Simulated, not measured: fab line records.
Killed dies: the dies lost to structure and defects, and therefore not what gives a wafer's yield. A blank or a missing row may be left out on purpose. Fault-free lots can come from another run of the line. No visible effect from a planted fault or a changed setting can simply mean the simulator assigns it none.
Matching of chambers    flow n5-finfet    cmp-04 running N5_BEOL_M9_CMP_52: 4 sister chambers
The step polishes, stops on SiCOH lowk, t overpolish 7 s, target thk 140 nm. 4 wafers are shown with their chamber, then 12 later ones without.

== WAFERS WITH THEIR CHAMBER ==
wafer   chamber  motor-current-A (A)
L086.4  3        5.9
L087.4  1        5.8
L089.1  0        6.2
L089.6  2        5.4

== WAFERS WITHOUT THEIR CHAMBER ==
wafer   motor-current-A (A)
L093.1  5.3
L093.2  5.7
L093.6  6.5
L094.1  5.9
L094.4  5.8
L094.5  5.7
L092.4  5.9
L092.5  5.4
L092.6  5.8
L097.2  5.6
L097.3  6.0
L097.5  6.1

== WHICH CHAMBER EACH WENT THROUGH ==
wafer   from the rows above           in truth
L093.1  2                             2
L093.2  can't be placed: 1 or 3 or 2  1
L093.6  0                             0
L094.1  can't be placed: 3 or 1       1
L094.4  can't be placed: 1 or 3       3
L094.5  can't be placed: 1 or 3 or 2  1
L092.4  can't be placed: 3 or 1       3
L092.5  2                             2
L092.6  can't be placed: 1 or 3       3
L097.2  can't be placed: 2 or 1 or 3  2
L097.3  can't be placed: 3 or 0 or 1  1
L097.5  can't be placed: 0 or 3 or 1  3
3 of 12 placed correctly. These rows do not allow placing 9 (true chamber among the candidates in 9). Wrongly placed: 0.
How it was worked out, from the rows above alone: a wafer's distance from a chamber is the root of the sum, over the readings, of the square of ((its reading less the chamber's mean) divided by the reading's scatter). The wafer belongs to the nearest chamber; if the next one is less than 2 further off, it can't be placed. The mean given for a chamber averages the wafers shown for that chamber. The scatter: root of mean squared gap, hidden wafer to nearest shown wafer, with one shown wafer a chamber.
